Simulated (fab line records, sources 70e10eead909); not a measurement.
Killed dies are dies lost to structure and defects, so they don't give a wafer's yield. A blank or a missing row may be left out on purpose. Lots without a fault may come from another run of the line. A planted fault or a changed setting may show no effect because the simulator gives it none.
Chamber matching | flow nand_harc | NHARC_A_WL_FILL_ALD_02 on ald_metal-01: 4 sister chambers
The step deposits TiN, target thk 2 nm, pulse time 3 s, ald cycles 100. 4 wafers are shown with their chamber, then 9 later ones without.

WAFERS WITH THEIR CHAMBER
wafer  | chamber | heater_power_w (W)
L083.2 | 1       | 1079
L087.1 | 0       | 1088
L088.4 | 3       | 1223
L088.5 | 2       | 1060

WAFERS WITHOUT THEIR CHAMBER
wafer  | heater_power_w (W)
L089.1 | 1073
L089.4 | 1225
L089.5 | 1125
L091.4 | 1056
L091.5 | 1222
L091.6 | 1089
L097.1 | 1109
L097.3 | 1243
L097.5 | 1225

WHICH CHAMBER EACH WENT THROUGH
wafer  | from the rows above          | in truth
L089.1 | can't be placed: 1 or 2 or 0 | 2
L089.4 | 3                            | 3
L089.5 | can't be placed: 0 or 1 or 2 | 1
L091.4 | can't be placed: 2 or 1 or 0 | 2
L091.5 | 3                            | 3
L091.6 | can't be placed: 0 or 1 or 2 | 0
L097.1 | can't be placed: 0 or 1 or 2 | 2
L097.3 | 3                            | 3
L097.5 | 3                            | 3
Placed correctly: 4 of 9. Can't be placed from these rows: 5 (the true chamber is among the candidates in 5). Placed wrongly: 0.
How it was worked out, from the rows above alone: a wafer's distance from a chamber is the root of the sum, over the readings, of the square of ((its reading less the chamber's mean) divided by the reading's scatter). The wafer belongs to the nearest chamber; if the next one is less than 2 further off, it can't be placed. A chamber's mean is the mean of its shown wafers. The scatter: with one shown wafer a chamber, the root of the mean of the squares of how far each hidden wafer lies from its nearest shown one.
